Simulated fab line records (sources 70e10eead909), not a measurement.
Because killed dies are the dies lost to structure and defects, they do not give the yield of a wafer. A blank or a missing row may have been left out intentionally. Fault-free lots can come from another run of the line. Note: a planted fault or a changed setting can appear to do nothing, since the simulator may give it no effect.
fab line records :: flow nandHarc
record:
  lots: 13
  wafers: 39
  lastDay: 34
route steps=1302 shown A_M0@1159 A_BONDPAD@1202 THIN_TSV@1279 END@1302
lots untouched by any fault: they come from a run of this same line in which no faults occurred
startH: the number of hours between the record's first day and the start of the first shown wafer of the lot :: waitH: how many hours have passed since the lot's step before this one :: " unchanged from the row above :: L1.1+2: a row that stands for several wafers :: - no value, or no start was given :: * or withheld: withheld :: < > ~ a bound
route shown NAME@n: a module of which the file shows steps, and the number in the route of the first :: usual: mean and standard deviation over wafers with no fault :: same: alike in all rows :: chamber/n: place in a boat :: sites: per-site readings :: _std_site: their standard deviation :: _edge_site: outer sites' mean less inner sites' :: radiusMm: how far each site lies from the wafer's centre :: mask NAME#n: copy n :: behind: the last tool/chamber to shape the wafer :: hold: reason for holding the lot/hours on hold/outcome of the hold :: device: whichever transistor did not switch (one of n, p or np) :: end of line: the route-end tests of the same wafers :: a step with no rows: only its recipe :: killed: count of dies lost to structure and defects at first sort (not the wafer's yield) :: map: the dies of a wafer, with x for killed, . for not killed, _ for no die there
set.NAME: the setting the step ran with; set.NAME@STEP: the setting that earlier step ran with :: model.NAME: the simulator's own value behind a step, which no gauge read
route steps across a sampled set of lots; one table per step, one row per wafer
services: the hour from which a tool's chamber was out of use, counted from the record's first day as startH (under 0 if before that day), plus the number of hours and why
== steps ==
step: NHARC_A_M0_PVD_21
recipe:
  targetThkA: 300
  chamberPressurePa: 5
  powerW: 5000
  substrateTempC: 30
  timeS: 20.49
  material: Cu
usual:
  throttleValvePct: 29.3/1
lot.wafer: L698.3
tool: pvdSputter-02
chamber: -
startH: 537.51
waitH: -
throttleValvePct: 31.0

lot.wafer: L698.2
tool: pvdSputter-02
chamber: -
startH: 537.51
waitH: -
throttleValvePct: 29.8

lot.wafer: L698.5
tool: pvdSputter-02
chamber: -
startH: 537.51
waitH: -
throttleValvePct: 31.1

lot.wafer: L697.3
tool: pvdSputter-02
chamber: -
startH: 541.73
waitH: -
throttleValvePct: 31.3

lot.wafer: L697.4
tool: pvdSputter-02
chamber: -
startH: 541.73
waitH: -
throttleValvePct: 29.6

lot.wafer: L697.5
tool: pvdSputter-02
chamber: -
startH: 541.73
waitH: -
throttleValvePct: 29.5

lot.wafer: L702.2
tool: pvdSputter-03
chamber: -
startH: 566.36
waitH: -
throttleValvePct: 28.6

lot.wafer: L702.5
tool: pvdSputter-03
chamber: -
startH: 566.36
waitH: -
throttleValvePct: 28.7

lot.wafer: L702.6
tool: pvdSputter-03
chamber: -
startH: 566.36
waitH: -
throttleValvePct: 27.8

lot.wafer: L707.3
tool: pvdSputter-02
chamber: -
startH: 604.10
waitH: -
throttleValvePct: 29.8

lot.wafer: L707.1
tool: pvdSputter-02
chamber: -
startH: 604.10
waitH: -
throttleValvePct: 29.3

lot.wafer: L707.5
tool: pvdSputter-02
chamber: -
startH: 604.10
waitH: -
throttleValvePct: 29.6

lot.wafer: L705.1
tool: pvdSputter-02
chamber: -
startH: 612.76
waitH: -
throttleValvePct: 29.4

lot.wafer: L705.5
tool: pvdSputter-02
chamber: -
startH: 612.76
waitH: -
throttleValvePct: 29.8

lot.wafer: L705.6
tool: pvdSputter-02
chamber: -
startH: 612.76
waitH: -
throttleValvePct: 29.4

lot.wafer: L706.4
tool: pvdSputter-03
chamber: -
startH: 617.78
waitH: -
throttleValvePct: 28.4

lot.wafer: L706.1
tool: pvdSputter-03
chamber: -
startH: 617.78
waitH: -
throttleValvePct: 28.8

lot.wafer: L706.3
tool: pvdSputter-03
chamber: -
startH: 617.78
waitH: -
throttleValvePct: 28.1

lot.wafer: L708.3
tool: pvdSputter-01
chamber: -
startH: 632.30
waitH: -
throttleValvePct: 28.8

lot.wafer: L708.4
tool: pvdSputter-01
chamber: -
startH: 632.30
waitH: -
throttleValvePct: 31.1

lot.wafer: L708.5
tool: pvdSputter-01
chamber: -
startH: 632.30
waitH: -
throttleValvePct: 28.7

lot.wafer: L711.4
tool: pvdSputter-01
chamber: -
startH: 654.04
waitH: -
throttleValvePct: 29.8

lot.wafer: L711.1
tool: pvdSputter-01
chamber: -
startH: 654.04
waitH: -
throttleValvePct: 28.6

lot.wafer: L711.6
tool: pvdSputter-01
chamber: -
startH: 654.04
waitH: -
throttleValvePct: 29.6

lot.wafer: L712.2
tool: pvdSputter-03
chamber: -
startH: 661.18
waitH: -
throttleValvePct: 28.1

lot.wafer: L712.3
tool: pvdSputter-03
chamber: -
startH: 661.18
waitH: -
throttleValvePct: 28.3

lot.wafer: L712.6
tool: pvdSputter-03
chamber: -
startH: 661.18
waitH: -
throttleValvePct: 28.1

lot.wafer: L713.1
tool: pvdSputter-03
chamber: -
startH: 688.00
waitH: -
throttleValvePct: 28.1

lot.wafer: L713.3
tool: pvdSputter-03
chamber: -
startH: 688.00
waitH: -
throttleValvePct: 28.2

lot.wafer: L713.6
tool: pvdSputter-03
chamber: -
startH: 688.00
waitH: -
throttleValvePct: 29.0

lot.wafer: L715.4
tool: pvdSputter-03
chamber: -
startH: 689.74
waitH: -
throttleValvePct: 28.2

lot.wafer: L715.3
tool: pvdSputter-03
chamber: -
startH: 689.74
waitH: -
throttleValvePct: 28.7

lot.wafer: L715.6
tool: pvdSputter-03
chamber: -
startH: 689.74
waitH: -
throttleValvePct: 28.0

lot.wafer: L719.1
tool: pvdSputter-02
chamber: -
startH: 763.29
waitH: -
throttleValvePct: 29.9

lot.wafer: L719.3
tool: pvdSputter-02
chamber: -
startH: 763.29
waitH: -
throttleValvePct: 32.3

lot.wafer: L719.6
tool: pvdSputter-02
chamber: -
startH: 763.29
waitH: -
throttleValvePct: 29.8

lot.wafer: L718.3
tool: pvdSputter-03
chamber: -
startH: 767.46
waitH: -
throttleValvePct: 28.3

lot.wafer: L718.4
tool: pvdSputter-03
chamber: -
startH: 767.46
waitH: -
throttleValvePct: 28.2

lot.wafer: L718.6
tool: pvdSputter-03
chamber: -
startH: 767.46
waitH: -
throttleValvePct: 28.9
step: NHARC_A_BONDPAD_DEP_00
recipe:
  targetThkA: 2500
  tempC: 370
  targetThkNm: 250
  pressureTorr: 3
  flowSccm: 200
  rfW: 450
  material: SiCN
usual:
  heaterPowerW: 560/110
lot.wafer: L698.3
tool: pecvd-03
chamber: 0
startH: 543.78
waitH: -
heaterPowerW: 463
sinceWetCleanH: 165

lot.wafer: L698.2
tool: pecvd-03
chamber: 1
startH: 543.78
waitH: -
heaterPowerW: 633
sinceWetCleanH: 165

lot.wafer: L698.5
tool: pecvd-03
chamber: 1
startH: 543.78
waitH: -
heaterPowerW: 652
sinceWetCleanH: -

lot.wafer: L697.3
tool: pecvd-04
chamber: 1
startH: 547.87
waitH: -
heaterPowerW: 667
sinceWetCleanH: 85

lot.wafer: L697.4
tool: pecvd-04
chamber: 1
startH: 547.87
waitH: -
heaterPowerW: 669
sinceWetCleanH: -

lot.wafer: L697.5
tool: pecvd-04
chamber: 2
startH: 547.87
waitH: -
heaterPowerW: 502
sinceWetCleanH: -

lot.wafer: L702.2
tool: pecvd-04
chamber: 0
startH: 572.57
waitH: -
heaterPowerW: 654
sinceWetCleanH: 109

lot.wafer: L702.5
tool: pecvd-04
chamber: 0
startH: 572.57
waitH: -
heaterPowerW: 655
sinceWetCleanH: -

lot.wafer: L702.6
tool: pecvd-04
chamber: 1
startH: 572.57
waitH: -
heaterPowerW: 683
sinceWetCleanH: -

lot.wafer: L707.3
tool: pecvd-04
chamber: 1
startH: -
waitH: -
heaterPowerW: 707
sinceWetCleanH: 147

lot.wafer: L707.1
tool: pecvd-04
chamber: 2
startH: -
waitH: -
heaterPowerW: 464
sinceWetCleanH: 148

lot.wafer: L707.5
tool: pecvd-04
chamber: 0
startH: -
waitH: -
heaterPowerW: 695
sinceWetCleanH: -

lot.wafer: L705.1
tool: pecvd-03
chamber: 2
startH: 619.01
waitH: -
heaterPowerW: 440
sinceWetCleanH: 59

lot.wafer: L705.6
tool: pecvd-03
chamber: 2
startH: 619.01
waitH: -
heaterPowerW: 447
sinceWetCleanH: -

lot.wafer: L705.5
tool: pecvd-03
chamber: 1
startH: 619.01
waitH: -
heaterPowerW: 694
sinceWetCleanH: -

lot.wafer: L706.1
tool: pecvd-03
chamber: 0
startH: 624.06
waitH: -
heaterPowerW: 410
sinceWetCleanH: 64

lot.wafer: L706.3
tool: pecvd-03
chamber: 1
startH: 624.06
waitH: -
heaterPowerW: 643
sinceWetCleanH: 64

lot.wafer: L706.4
tool: pecvd-03
chamber: 0
startH: 624.06
waitH: -
heaterPowerW: 434
sinceWetCleanH: -

lot.wafer: L708.3
tool: pecvd-03
chamber: 1
startH: 638.40
waitH: -
heaterPowerW: 665
sinceWetCleanH: 78

lot.wafer: L708.5
tool: pecvd-03
chamber: 1
startH: 638.40
waitH: -
heaterPowerW: 677
sinceWetCleanH: -

lot.wafer: L708.4
tool: pecvd-03
chamber: 2
startH: 638.40
waitH: -
heaterPowerW: 464
sinceWetCleanH: -

lot.wafer: L711.1
tool: pecvd-04
chamber: 1
startH: 660.23
waitH: -
heaterPowerW: 740
sinceWetCleanH: 16

lot.wafer: L711.6
tool: pecvd-04
chamber: 1
startH: 660.23
waitH: -
heaterPowerW: 741
sinceWetCleanH: -

lot.wafer: L711.4
tool: pecvd-04
chamber: 2
startH: 660.23
waitH: -
heaterPowerW: 403
sinceWetCleanH: -

lot.wafer: L712.2
tool: pecvd-03
chamber: 1
startH: 667.34
waitH: -
heaterPowerW: 636
sinceWetCleanH: 107

lot.wafer: L712.3
tool: pecvd-03
chamber: 2
startH: 667.34
waitH: -
heaterPowerW: 457
sinceWetCleanH: 107

lot.wafer: L712.6
tool: pecvd-03
chamber: 0
startH: 667.34
waitH: -
heaterPowerW: 524
sinceWetCleanH: -

lot.wafer: L713.3
tool: pecvd-03
chamber: 0
startH: 694.27
waitH: -
heaterPowerW: 432
sinceWetCleanH: 134

lot.wafer: L713.6
tool: pecvd-03
chamber: 1
startH: 694.27
waitH: -
heaterPowerW: 666
sinceWetCleanH: -

lot.wafer: L715.3
tool: pecvd-01
chamber: 2
startH: 695.92
waitH: -
heaterPowerW: 503
sinceWetCleanH: 10

lot.wafer: L719.1
tool: pecvd-01
chamber: 2
startH: 769.39
waitH: -
heaterPowerW: 503
sinceWetCleanH: 83

lot.wafer: L719.3
tool: pecvd-01
chamber: 1
startH: 769.39
waitH: -
heaterPowerW: 661
sinceWetCleanH: 83

lot.wafer: L719.6
tool: pecvd-01
chamber: 0
startH: 769.39
waitH: -
heaterPowerW: 595
sinceWetCleanH: -

lot.wafer: L718.3
tool: pecvd-03
chamber: 0
startH: 773.67
waitH: -
heaterPowerW: 464
sinceWetCleanH: 33

lot.wafer: L718.6
tool: pecvd-03
chamber: 0
startH: 773.67
waitH: -
heaterPowerW: 474
sinceWetCleanH: -

lot.wafer: L718.4
tool: pecvd-03
chamber: 1
startH: 773.67
waitH: -
heaterPowerW: 674
sinceWetCleanH: -
step: NHARC_THIN_TSV_DEGAS_53
recipe:
  tempC: 300
  timeS: 60
usual:
  heaterPowerW: 467/45
lot.wafer: L698.3
tool: pvdSputter-01
chamber: -
startH: 566.04
waitH: 0.1
heaterPowerW: 475

lot.wafer: L698.2
tool: pvdSputter-01
chamber: -
startH: 566.04
waitH: 0.1
heaterPowerW: 390

lot.wafer: L698.5
tool: pvdSputter-01
chamber: -
startH: 566.04
waitH: 0.1
heaterPowerW: 478

lot.wafer: L697.3
tool: pvdSputter-02
chamber: -
startH: 569.64
waitH: 0.1
heaterPowerW: 456

lot.wafer: L697.4
tool: pvdSputter-02
chamber: -
startH: 569.64
waitH: 0.1
heaterPowerW: 514

lot.wafer: L697.5
tool: pvdSputter-02
chamber: -
startH: 569.64
waitH: 0.1
heaterPowerW: 436

lot.wafer: L702.2
tool: pvdSputter-01
chamber: -
startH: 593.40
waitH: 0.1
heaterPowerW: 468

lot.wafer: L702.6
tool: pvdSputter-01
chamber: -
startH: 593.40
waitH: 0.1
heaterPowerW: 437

lot.wafer: L702.5
tool: pvdSputter-01
chamber: -
startH: 593.40
waitH: 0.1
heaterPowerW: 395

lot.wafer: L707.1
tool: pvdSputter-01
chamber: -
startH: 635.19
waitH: 0.1
heaterPowerW: 421

lot.wafer: L707.3
tool: pvdSputter-01
chamber: -
startH: 635.19
waitH: 0.1
heaterPowerW: 468

lot.wafer: L707.5
tool: pvdSputter-01
chamber: -
startH: 635.19
waitH: 0.1
heaterPowerW: 401

lot.wafer: L705.1
tool: pvdSputter-01
chamber: -
startH: 639.97
waitH: 0.1
heaterPowerW: 472

lot.wafer: L705.5
tool: pvdSputter-01
chamber: -
startH: 639.97
waitH: 0.1
heaterPowerW: 421

lot.wafer: L705.6
tool: pvdSputter-01
chamber: -
startH: 639.97
waitH: 0.1
heaterPowerW: 391

lot.wafer: L706.3
tool: pvdSputter-03
chamber: -
startH: 645.85
waitH: 0.1
heaterPowerW: 474

lot.wafer: L706.1
tool: pvdSputter-03
chamber: -
startH: 645.85
waitH: 0.1
heaterPowerW: 505

lot.wafer: L706.4
tool: pvdSputter-03
chamber: -
startH: 645.85
waitH: 0.1
heaterPowerW: 445

lot.wafer: L708.4
tool: pvdSputter-02
chamber: -
startH: 659.47
waitH: 0.1
heaterPowerW: 520

lot.wafer: L708.3
tool: pvdSputter-02
chamber: -
startH: 659.47
waitH: 0.1
heaterPowerW: 519

lot.wafer: L708.5
tool: pvdSputter-02
chamber: -
startH: 659.47
waitH: 0.1
heaterPowerW: 490

lot.wafer: L711.1
tool: pvdSputter-01
chamber: -
startH: 682.60
waitH: 0.1
heaterPowerW: 508

lot.wafer: L711.4
tool: pvdSputter-01
chamber: -
startH: 682.60
waitH: 0.1
heaterPowerW: 399

lot.wafer: L711.6
tool: pvdSputter-01
chamber: -
startH: 682.60
waitH: 0.1
heaterPowerW: 473

lot.wafer: L712.2
tool: pvdSputter-02
chamber: -
startH: 690.30
waitH: 0.1
heaterPowerW: 514

lot.wafer: L712.3
tool: pvdSputter-02
chamber: -
startH: 690.30
waitH: 0.1
heaterPowerW: 514

lot.wafer: L712.6
tool: pvdSputter-02
chamber: -
startH: 690.30
waitH: 0.1
heaterPowerW: 515

lot.wafer: L713.3
tool: pvdSputter-01
chamber: -
startH: 718.37
waitH: 0.1
heaterPowerW: 508

lot.wafer: L713.6
tool: pvdSputter-01
chamber: -
startH: 718.37
waitH: 0.1
heaterPowerW: 439

lot.wafer: L715.3
tool: pvdSputter-02
chamber: -
startH: 719.56
waitH: 0.1
heaterPowerW: 500

lot.wafer: L718.4
tool: pvdSputter-03
chamber: -
startH: 792.83
waitH: 0.1
heaterPowerW: 399

lot.wafer: L718.3
tool: pvdSputter-03
chamber: -
startH: 792.83
waitH: 0.1
heaterPowerW: 480

lot.wafer: L718.6
tool: pvdSputter-03
chamber: -
startH: 792.83
waitH: 0.1
heaterPowerW: 456

lot.wafer: L719.1
tool: pvdSputter-01
chamber: -
startH: 795.28
waitH: 0.1
heaterPowerW: 387

lot.wafer: L719.3
tool: pvdSputter-01
chamber: -
startH: 795.28
waitH: 0.1
heaterPowerW: 456

lot.wafer: L719.6
tool: pvdSputter-01
chamber: -
startH: 795.28
waitH: 0.1
heaterPowerW: 455
step: NHARC_THIN_TSV_CD_MEAS_37
usual:
  cdNm: 4999.8/2.8
lot.wafer: L698.2
tool: cdSem-02
chamber: -
startH: 568.62
waitH: -
cdNm: 4994.9

lot.wafer: L698.3
tool: cdSem-02
chamber: -
startH: 568.62
waitH: -
cdNm: 4993.2

lot.wafer: L698.5
tool: cdSem-02
chamber: -
startH: 568.62
waitH: -
cdNm: 4997.2

lot.wafer: L697.3
tool: cdSem-01
chamber: -
startH: 572.24
waitH: -
cdNm: 4992.1

lot.wafer: L697.4
tool: cdSem-01
chamber: -
startH: 572.24
waitH: -
cdNm: 4995.6

lot.wafer: L697.5
tool: cdSem-01
chamber: -
startH: 572.24
waitH: -
cdNm: 4995.5

lot.wafer: L702.2
tool: cdSem-03
chamber: -
startH: 596.00
waitH: -
cdNm: 4994.6

lot.wafer: L702.5
tool: cdSem-03
chamber: -
startH: 596.00
waitH: -
cdNm: 4996.0

lot.wafer: L702.6
tool: cdSem-03
chamber: -
startH: 596.00
waitH: -
cdNm: 4997.3

lot.wafer: L707.1
tool: cdSem-01
chamber: -
startH: 637.85
waitH: -
cdNm: 4997.2

lot.wafer: L707.3
tool: cdSem-01
chamber: -
startH: 637.85
waitH: -
cdNm: 5002.7

lot.wafer: L707.5
tool: cdSem-01
chamber: -
startH: 637.85
waitH: -
cdNm: 5001.9

lot.wafer: L705.1
tool: cdSem-02
chamber: -
startH: 642.41
waitH: -
cdNm: 4998.3

lot.wafer: L705.5
tool: cdSem-02
chamber: -
startH: 642.41
waitH: -
cdNm: 4999.3

lot.wafer: L705.6
tool: cdSem-02
chamber: -
startH: 642.41
waitH: -
cdNm: 4997.9

lot.wafer: L706.1
tool: cdSem-01
chamber: -
startH: 648.42
waitH: -
cdNm: 5000.9

lot.wafer: L706.3
tool: cdSem-01
chamber: -
startH: 648.42
waitH: -
cdNm: 4999.8

lot.wafer: L706.4
tool: cdSem-01
chamber: -
startH: 648.42
waitH: -
cdNm: 5002.2

lot.wafer: L708.3
tool: cdSem-02
chamber: -
startH: 662.05
waitH: -
cdNm: 4999.0

lot.wafer: L708.4
tool: cdSem-02
chamber: -
startH: 662.05
waitH: -
cdNm: 5000.1

lot.wafer: L708.5
tool: cdSem-02
chamber: -
startH: 662.05
waitH: -
cdNm: 5007.9

lot.wafer: L711.1
tool: cdSem-01
chamber: -
startH: 685.04
waitH: -
cdNm: 4997.1

lot.wafer: L711.4
tool: cdSem-01
chamber: -
startH: 685.04
waitH: -
cdNm: 4997.9

lot.wafer: L711.6
tool: cdSem-01
chamber: -
startH: 685.04
waitH: -
cdNm: 4995.6

lot.wafer: L712.2
tool: cdSem-02
chamber: -
startH: 692.93
waitH: -
cdNm: 4999.2

lot.wafer: L712.3
tool: cdSem-02
chamber: -
startH: 692.93
waitH: -
cdNm: 4998.7

lot.wafer: L712.6
tool: cdSem-02
chamber: -
startH: 692.93
waitH: -
cdNm: 4997.3

lot.wafer: L713.3
tool: cdSem-01
chamber: -
startH: 720.79
waitH: -
cdNm: 5002.6

lot.wafer: L713.6
tool: cdSem-01
chamber: -
startH: 720.79
waitH: -
cdNm: 5006.5

lot.wafer: L715.3
tool: cdSem-03
chamber: -
startH: 722.15
waitH: -
cdNm: 5001.4

lot.wafer: L718.3
tool: cdSem-02
chamber: -
startH: 795.39
waitH: -
cdNm: 4999.9

lot.wafer: L718.4
tool: cdSem-02
chamber: -
startH: 795.39
waitH: -
cdNm: 5003.1

lot.wafer: L718.6
tool: cdSem-02
chamber: -
startH: 795.39
waitH: -
cdNm: 5002.8

lot.wafer: L719.1
tool: cdSem-01
chamber: -
startH: 797.86
waitH: -
cdNm: 5001.1

lot.wafer: L719.3
tool: cdSem-01
chamber: -
startH: 797.86
waitH: -
cdNm: 4997.5

lot.wafer: L719.6
tool: cdSem-01
chamber: -
startH: 797.86
waitH: -
cdNm: 5000.4
step: NHARC_END_SORT_01
recipe:
  tempC: 25
usual:
  defectLimitedYield: 93.3/1.5
  killedAtArray: 41/10
  killedAtOther: 0.8/0.91
  killedAtPeriphery: 4.2/2.9
  killedDies: 46/10
  killedOpen: 3.5/2.1
  killedShort: 2.5/1.6
  sort_bin_2_pct: 2.4/0.71
  sort_bin_3_pct: 0.6/0.33
  sort_bin_4_pct: 3.8/0.93
  sortNPass: 631/10
  sortRimYieldPct: 86/4.5
  sortYieldPct: 93.3/1.5
same:
  grossDies: 677
  sort_bin_5_pct[%]: 0
  sort_bin_6_pct[%]: 0
  sort_bin_7_pct[%]: 0
  sort_bin_8_pct[%]: 0
  sortRimNGross: 106.00
lot.wafer: L713.1
tool: prober-02
chamber: 0
startH: 728.40
waitH: 2.5
defectLimitedYield[%]: 0
killedAtArray: 676
killedAtOther: 0
killedAtPeriphery: 1
killedDies: 677
killedOpen: 2
killedShort: 2
sort_bin_2_pct[%]: 93.4
sort_bin_3_pct[%]: 0.9
sort_bin_4_pct[%]: 5.8
sortNPass: 0
sortRimYieldPct[%]: 0
sortYieldPct[%]: 0

lot.wafer: L713.3
tool: prober-02
chamber: 0
startH: 730.04
waitH: 3.2
defectLimitedYield[%]: 90.7
killedAtArray: 62
killedAtOther: 1
killedAtPeriphery: 0
killedDies: 63
killedOpen: 2
killedShort: 3
sort_bin_2_pct[%]: 3.5
sort_bin_3_pct[%]: 0.9
sort_bin_4_pct[%]: 4.9
sortNPass: 614
sortRimYieldPct[%]: 75
sortYieldPct[%]: 90.7

lot.wafer: L713.6
tool: prober-02
chamber: 0
startH: 732.49
waitH: 4.1
defectLimitedYield[%]: 92.5
killedAtArray: 47
killedAtOther: 0
killedAtPeriphery: 4
killedDies: 51
killedOpen: 2
killedShort: 2
sort_bin_2_pct[%]: 3.5
sort_bin_3_pct[%]: 0.9
sort_bin_4_pct[%]: 3.1
sortNPass: 626
sortRimYieldPct[%]: 81
sortYieldPct[%]: 92.5

lot.wafer: L715.3
tool: prober-01
chamber: 0
startH: 729.96
waitH: 3.1
defectLimitedYield[%]: 91.0
killedAtArray: 52
killedAtOther: 1
killedAtPeriphery: 8
killedDies: 61
killedOpen: 5
killedShort: 3
sort_bin_2_pct[%]: 2.8
sort_bin_3_pct[%]: 0.6
sort_bin_4_pct[%]: 5.6
sortNPass: 616
sortRimYieldPct[%]: 81
sortYieldPct[%]: 91.0

lot.wafer: L715.4
tool: prober-01
chamber: 0
startH: 730.76
waitH: 3.4
defectLimitedYield[%]: 0
killedAtArray: 670
killedAtOther: 1
killedAtPeriphery: 6
killedDies: 677
killedOpen: 1
killedShort: 5
sort_bin_2_pct[%]: 94.2
sort_bin_3_pct[%]: 0.9
sort_bin_4_pct[%]: 4.9
sortNPass: 0
sortRimYieldPct[%]: 0
sortYieldPct[%]: 0

lot.wafer: L715.6
tool: prober-01
chamber: 0
startH: 732.36
waitH: 4.0
defectLimitedYield[%]: 0
killedAtArray: 675
killedAtOther: 0
killedAtPeriphery: 2
killedDies: 677
killedOpen: 4
killedShort: 1
sort_bin_2_pct[%]: 95.6
sort_bin_3_pct[%]: 0.7
sort_bin_4_pct[%]: 3.7
sortNPass: 0
sortRimYieldPct[%]: 0
sortYieldPct[%]: 0
killed by level:class
L713.1 A_M0:areaPvd=606 A_CHANNEL_HOLE_D1:chamberFilmFlake=19 A_SLIT:chamberFilmFlake=14 A_CONTACT:chamberFilmFlake=12 A_CHANNEL_HOLE_D2:chamberFilmFlake=11 A_STAIRCASE:chamberFilmFlake=6 A_M0:geometricParticle:open=2 A_CHANNEL_FILL_D1:chamberFilmFlake=2
L715.3 A_CHANNEL_HOLE_D1:chamberFilmFlake=19 A_SLIT:chamberFilmFlake=12 A_STAIRCASE:chamberFilmFlake=7 A_CHANNEL_HOLE_D2:chamberFilmFlake=5 A_CONTACT:chamberFilmFlake=4 P_ZERO_WELL:chamberFilmFlake=3 P_GATE:geometricParticle:open=2 P_M0:geometricParticle:open=2
L713.3 A_SLIT:chamberFilmFlake=16 A_CHANNEL_HOLE_D1:chamberFilmFlake=13 A_CONTACT:chamberFilmFlake=10 A_CHANNEL_HOLE_D2:chamberFilmFlake=9 A_CHANNEL_FILL_D1:chamberFilmFlake=3 A_BONDPAD:chamberFilmFlake=3 A_ONON_D2:geometricParticle:short=1 A_CHANNEL_HOLE_D2:geometricParticle:short=1
L715.4 A_M0:areaPvd=615 A_CHANNEL_HOLE_D1:chamberFilmFlake=19 A_SLIT:chamberFilmFlake=14 A_CHANNEL_HOLE_D2:chamberFilmFlake=8 A_CONTACT:chamberFilmFlake=5 A_STAIRCASE:chamberFilmFlake=4 P_ZERO_WELL:chamberFilmFlake=2 P_CONTACT:geometricParticle:short=1
L715.6 A_M0:areaPvd=628 A_CHANNEL_HOLE_D1:chamberFilmFlake=23 A_SLIT:chamberFilmFlake=15 A_CHANNEL_HOLE_D2:chamberFilmFlake=2 P_CONTACT:geometricParticle:open=1 A_DECK1_JOINT:geometricParticle:open=1 A_ONON_D2:geometricParticle:open=1 A_WL_FILL:geometricParticle:open=1
L713.6 A_CHANNEL_HOLE_D1:chamberFilmFlake=19 A_SLIT:chamberFilmFlake=13 A_CONTACT:chamberFilmFlake=4 A_CHANNEL_HOLE_D2:chamberFilmFlake=3 A_STAIRCASE:chamberFilmFlake=3 A_ONON_D1:geometricParticle:short=2 P_GATE:chamberFilmFlake=2 P_CONTACT:geometricParticle:open=1
== services ==
tool: pvdSputter-03
chamber: -
startH: 526.00
hours: 10.0
kind: pm

tool: pecvd-01
chamber: 0
startH: 531.17
hours: 15.8
kind: repair

tool: pecvd-03
chamber: -
startH: 547.14
hours: 13.0
kind: pm

tool: pecvd-03
chamber: 0
startH: 547.14
hours: 13.0
kind: ventCycle

tool: pecvd-03
chamber: 1
startH: 547.14
hours: 13.0
kind: ventCycle

tool: pecvd-03
chamber: 2
startH: 547.14
hours: 13.0
kind: ventCycle

tool: pecvd-03
chamber: 0
startH: 560.14
hours: -
kind: clean

tool: pecvd-03
chamber: 1
startH: 560.14
hours: -
kind: clean

tool: pecvd-03
chamber: 2
startH: 560.14
hours: -
kind: clean

tool: pvdSputter-03
chamber: -
startH: 561.61
hours: 0.8
kind: repair

tool: pvdSputter-01
chamber: -
startH: 582.05
hours: 10.0
kind: pm

tool: pecvd-04
chamber: 2
startH: 599.65
hours: 8.6
kind: repair

tool: pecvd-03
chamber: -
startH: 607.19
hours: 0.6
kind: repair

tool: pvdSputter-03
chamber: -
startH: 613.25
hours: 3.9
kind: repair

tool: pvdSputter-01
chamber: -
startH: 613.37
hours: 1.2
kind: repair

tool: pecvd-04
chamber: -
startH: 631.14
hours: 13.0
kind: pm

tool: pvdSputter-03
chamber: -
startH: 646.89
hours: 3.6
kind: repair

tool: pecvd-01
chamber: -
startH: 673.22
hours: 13.0
kind: pm

tool: pvdSputter-03
chamber: -
startH: 676.24
hours: 2.2
kind: repair

tool: pvdSputter-03
chamber: -
startH: 704.06
hours: 10.0
kind: pm

tool: pecvd-03
chamber: -
startH: 728.14
hours: 13.0
kind: pm

tool: pvdSputter-01
chamber: -
startH: 736.70
hours: 0.9
kind: repair

tool: pecvd-03
chamber: -
startH: 752.39
hours: 0.5
kind: repair

tool: pvdSputter-01
chamber: -
startH: 760.05
hours: 10.0
kind: pm
== key ==
firstSign:
  step: NHARC_END_SORT_01
  reading: sort_bin_2_pct
  direction: up
  sigmas: 99+
  usual: 2.4
  struck: 94.4
effect:
  step: NHARC_END_SORT_01
  reading: defectLimitedYield
  direction: down
  sigmas: 63
  usual: 93.3
  struck: 0
moreKillsBornAt:
  NHARC_A_M0_PVD_21@pvdSputter-03: 1849
metAt NHARC_A_M0_PVD_21
struckLots L713,L715
struckWafers L713.1,L715.4,L715.6
laterRowsLeftOut L713.1,L715.4,L715.6
notActingAt NHARC_A_BONDPAD_DEP_00,NHARC_THIN_TSV_DEGAS_53,NHARC_THIN_TSV_CD_MEAS_37
onsetBetween 661.18 688.00
fault:
  kind: processParameterDrift
  tool: pvdSputter-03
  chamber: -
  onsetH: 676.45
  steps: NHARC_A_M0_PVD_21
  channel: targetThkA
  offset: *
  shape: step
  endH: 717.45
  actsIn: *
  stated: *
  scope: struckWafersOnly
laterRowsLeftOut: the simulator's readings of these wafers behind a module that went badly wrong aren't trusted and aren't shown, but for the sort
